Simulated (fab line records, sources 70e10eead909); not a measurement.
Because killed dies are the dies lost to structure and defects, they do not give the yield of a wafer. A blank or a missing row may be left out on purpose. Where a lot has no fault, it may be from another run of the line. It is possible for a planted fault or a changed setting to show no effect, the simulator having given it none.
Which tool was responsible? + flow nand_harc + 12 lots, 36 wafers sampled, at 1 step of a route of 1302

WHAT EACH GAUGE READ, for each wafer
NHARC_P_M0_OVL_MEAS_10: pitch 180 nm. Usual: overlay_x_nm -0.2 nm, standard deviation 0.75; overlay_y_nm 0.1 nm, standard deviation 0.82.
| lot  | measured     | on         | overlay_x_nm (nm) | overlay_y_nm (nm) | flag |
|------|--------------|------------|-------------------|-------------------|------|
| L859 | day 5 23:47  | overlay-02 | 1.0 0.8 0.8       | -0.4 0.6 0.0      |      |
| L862 | day 7 06:48  | overlay-02 | 0.2 0.1 0.6       | 0.1 -0.5 0.1      |      |
| L861 | day 7 09:22  | overlay-01 | -0.7 -0.5 -0.7    | 1.2 1.3 1.2       |      |
| L863 | day 7 18:43  | overlay-02 | -0.3 -1.0 -0.1    | 1.9 1.9 1.5       |      |
| L872 | day 12 05:00 | overlay-01 | -0.4 0.1 -0.6     | -0.3 0.9 0.3      |      |
| L873 | day 12 05:59 | overlay-02 | 0.2 1.1 0.5       | 1.5 1.0 1.3       |      |
| L876 | day 13 05:06 | overlay-02 | 0.0 0.4 -0.4      | 0.4 -0.1 0.1      |      |
| L877 | day 13 11:28 | overlay-02 | 0.1 -0.3 -0.2     | 0.5 0.5 0.0       |      |
| L879 | day 14 02:55 | overlay-01 | 0.6 1.4 0.6       | -0.4 -0.3 -0.4    |      |
| L878 | day 14 03:43 | overlay-01 | -0.8 -0.5 -0.7    | -0.2 -0.8 -0.6    |      |
| L880 | day 14 15:16 | overlay-02 | -0.7 -0.8 -1.2    | 0.5 0.6 0.6       |      |
| L881 | day 15 04:03 | overlay-02 | -0.5 -0.5 -0.7    | -1.0 -0.7 -0.9    |      |

WHICH TOOL RAN EACH LOT (tool, then ch and the chambers of the sampled wafers, then the start)
No process step before these readings appears in the record.

AS READ BY THE TOOLS THEMSELVES (means over the sampled wafers that have a number; for cases with no such wafer, the mark the record gives instead)
The record holds no such reading with a usual standard deviation.

THE ANSWER, worked out from the rows above alone
Rule: take the mean of a lot's wafers that have a number; if it is more than 3 standard deviations from the usual mean, the lot is off. A lot without any number at a reading at which 4 lots or more have one is off too. All remaining lots with rows at the step are treated as sound. First the gauges in route order, then the tools' own readings, where a lot's mean is used as printed above. At the first step where some lot is off, the reading lying furthest off is the one used; lots without a number count as furthest.
No lot is off at any reading shown: from this, nothing can be told.

WHAT THE SIMULATOR HAD PUT IN
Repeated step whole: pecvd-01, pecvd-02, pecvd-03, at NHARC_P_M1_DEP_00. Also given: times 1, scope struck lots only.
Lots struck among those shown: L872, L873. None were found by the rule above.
